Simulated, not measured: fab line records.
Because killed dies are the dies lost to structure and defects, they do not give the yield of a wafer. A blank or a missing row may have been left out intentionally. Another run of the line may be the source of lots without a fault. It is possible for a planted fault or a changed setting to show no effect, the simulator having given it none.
Struck lot and sound lot, side by side	flow nand-harc	12 out of 1302 route steps
Sound: wafers L584.2, L584.5, L584.6. Wafers L588.2, L588.3, L588.5 were the ones struck. The cause comes at the end.
Per side, at each step with rows, come the tool, then ch with its chambers, and then its first start. Under that, the readings that differ: sound wafers	struck wafers	difference of the means	sigmas: that difference in standard deviations of wafers without a fault.
alike: words and numbers the same on both sides, and readings whose means are apart by under 2 such deviations; not compared: readings that were withheld, readings missing a value for some wafer, numbers with overlapping values and no deviation given by the record, and bounds like >300 which may hide the same value.
A row with sigmas, a row that says differs or no value, or rows on one side alone: a step with any of these is where the two part. Non-overlapping numbers with no deviation appear without sigmas and do not part them. A reading that every wafer of one side lacks parts them only if that side has two wafers or more.

NHARC_A_SLIT_CD_MEAS_21:
  sound on cd-sem-02, day 24 00:29; struck on cd-sem-02, day 25 19:06
  alike: cd-nm
then, 3 steps without rows for these wafers: NHARC_A_SIN_REMOVE_WET_00 (chemistry H3PO4, time 15300 s); NHARC_A_SIN_REMOVE_PRECLEAN_01 (cleans in SC1); NHARC_A_SIN_REMOVE_SRD_02.
NHARC_A_SIN_REMOVE_INSPECT_04:
  sound on defect-inspect-02, day 24 07:09; struck on defect-inspect-02, day 26 01:42
  alike: raw-defect-count
NHARC_A_WL_FILL_ALD_00: deposits Al2O3, target thk 3 nm, pulse time 3 s, ald cycles 30.
  sound on ald-hk-01 ch 1,2,3, day 24 07:16; struck on ald-hk-04 ch 1,2,3, day 26 01:49
  alike: heater-power-w, precursor-pulse-height-rel
NHARC_A_WL_FILL_RTA_01: time 5 s.
  sound on rtp-anneal-01 ch 0, day 24 07:43; struck on rtp-anneal-02 ch 0, day 26 02:04
reading	sound	struck	difference	sigmas
lamp-power-pct (%)	30.8 30.8 30.8	27.2 27.3 27.3	-3.5	-2
lamp_zone_1_pct (%)	30.7 30.8 30.8	27.3 27.3 27.3	-3.5	-2
lamp_zone_4_pct (%)	30.8 30.8 30.8	27.3 27.3 27.3	-3.5	-2
  alike: wafer_temp_C_max
then, 1 step without rows for these wafers: NHARC_A_WL_FILL_ALD_02 (deposits TiN, target thk 2 nm, pulse time 3 s, ald cycles 100).
NHARC_A_WL_FILL_CVD_03: deposits W, target thk 40 nm, time 279 s.
  sound on cvd-w-01 ch 0,1, day 24 08:25; struck on cvd-w-01 ch 0,1, day 26 02:44
  alike: heater-power-w, throttle-valve-pct
NHARC_A_WL_FILL_ETCHBACK_04: etches the open film in NF3, target depth 60 nm, time 120 s.
  sound on rie-metal-03 ch 0,1, day 24 08:43; struck on rie-metal-03 ch 0,1, day 26 03:04
  alike: drypump-motor-current-A, oes-product-au, run-length-s
  not compared: rf-hours-counter-h
NHARC_A_WL_FILL_ETCHBACK_05: etches the open film in Cl2/BCl3, target depth 22 nm, time 60 s.
  sound on rie-metal-03 ch 0,1, day 24 08:58; struck on rie-metal-03 ch 0, day 26 03:19
reading	sound	struck	difference	sigmas
run-length-s (s)	81.2 80.8 81.0	93.6 93.6 93.7	+12.6	+29
  alike: drypump-motor-current-A, oes-product-au
  not compared: rf-hours-counter-h
NHARC_A_WL_FILL_STRIP_27: strips in N2/H2, time 20 s.
  sound on plasma-asher-01 ch 0,1, day 24 09:07; struck on plasma-asher-01 ch 0,1, day 26 03:26
  alike: drypump-motor-current-A, heater-power-w
  not compared: rf-hours-counter-h

== WHERE THEY PART ==
First at NHARC_A_WL_FILL_RTA_01; last, within this record, at NHARC_A_WL_FILL_ETCHBACK_05. Later steps at which nothing parts them and some readings are alike: NHARC_A_WL_FILL_STRIP_27.

WHY: the cause the simulator had injected
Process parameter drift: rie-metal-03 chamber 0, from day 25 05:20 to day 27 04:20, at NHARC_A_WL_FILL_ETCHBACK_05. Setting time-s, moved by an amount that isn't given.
